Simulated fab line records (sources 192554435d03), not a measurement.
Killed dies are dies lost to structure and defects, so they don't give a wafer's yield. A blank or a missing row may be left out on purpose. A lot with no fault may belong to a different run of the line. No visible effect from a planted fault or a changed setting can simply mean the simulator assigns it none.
Matching of chambers	flow n5 finfet	rie diel-06 running N5_BEOL_M8_STRIP_36: 4 sister chambers
The step strips in N2/H2. 16 wafers are shown with their chamber, then 8 later ones without.

== WAFERS, EACH WITH ITS CHAMBER ==
wafer	chamber	showerhead plenum p Torr (Torr)	throttle valve pct (%)	oes product au (a.u.)
L077.2	1	2.52	24.20	0.72
L077.3	2	2.52	23.90	0.73
L077.5	2	2.52	23.91	0.73
L083.1	3	2.71	23.95	0.94
L083.5	1	2.52	24.24	0.72
L083.6	2	2.52	23.93	0.72
L085.3	1	2.51	24.24	0.71
L085.4	0	2.41	23.29	0.73
L085.5	0	2.40	23.28	0.74
L089.1	1	2.51	24.25	0.70
L089.2	0	2.40	23.29	0.74
L089.6	0	2.40	23.30	0.74
L090.1	0	2.40	23.31	0.73
L090.4	2	2.51	23.96	0.70
L090.5	1	2.51	24.26	0.70
L093.3	1	2.50	24.25	0.69

SIGNATURES (means of the wafers above)
reading	chamber 0	chamber 1	chamber 2	chamber 3	scatter within a chamber
showerhead plenum p Torr	2.4020	2.5117	2.5175	2.7100	0.00604
throttle valve pct	23.2940	24.2400	23.9250	23.9500	0.02
oes product au	0.7360	0.7067	0.7200	0.9400	0.011
Rule: distance of a wafer from a chamber = root of the sum over the readings of ((wafer's reading minus chamber's mean) / reading's scatter) squared. If the next closest chamber is less than 2 further off than the closest, the wafer can't be placed; otherwise it belongs to the closest. The scatter: the root of (the sum of the squares of (reading less its chamber's mean) over the shown wafers, divided by (wafers less chambers)).

== WAFERS MISSING THEIR CHAMBER ==
wafer	showerhead plenum p Torr (Torr)	throttle valve pct (%)	oes product au (a.u.)
L093.4	2.69	24.01	0.89
L093.6	2.69	24.05	0.87
L094.1	2.69	24.02	0.86
L094.4	2.40	23.32	0.71
L094.5	2.51	23.96	0.70
L095.1	2.50	24.26	0.69
L095.4	2.69	24.03	0.85
L095.6	2.50	23.96	0.69

== THE CHAMBER EACH PASSED THROUGH ==
wafer	from the rows above	in truth
L093.4	3	3
L093.6	3	3
L094.1	3	3
L094.4	0	0
L094.5	2	2
L095.1	1	1
L095.4	3	3
L095.6	2	2
Correctly placed: 8 of 8. Can't be placed from these rows: 0. Placed wrongly: 0.
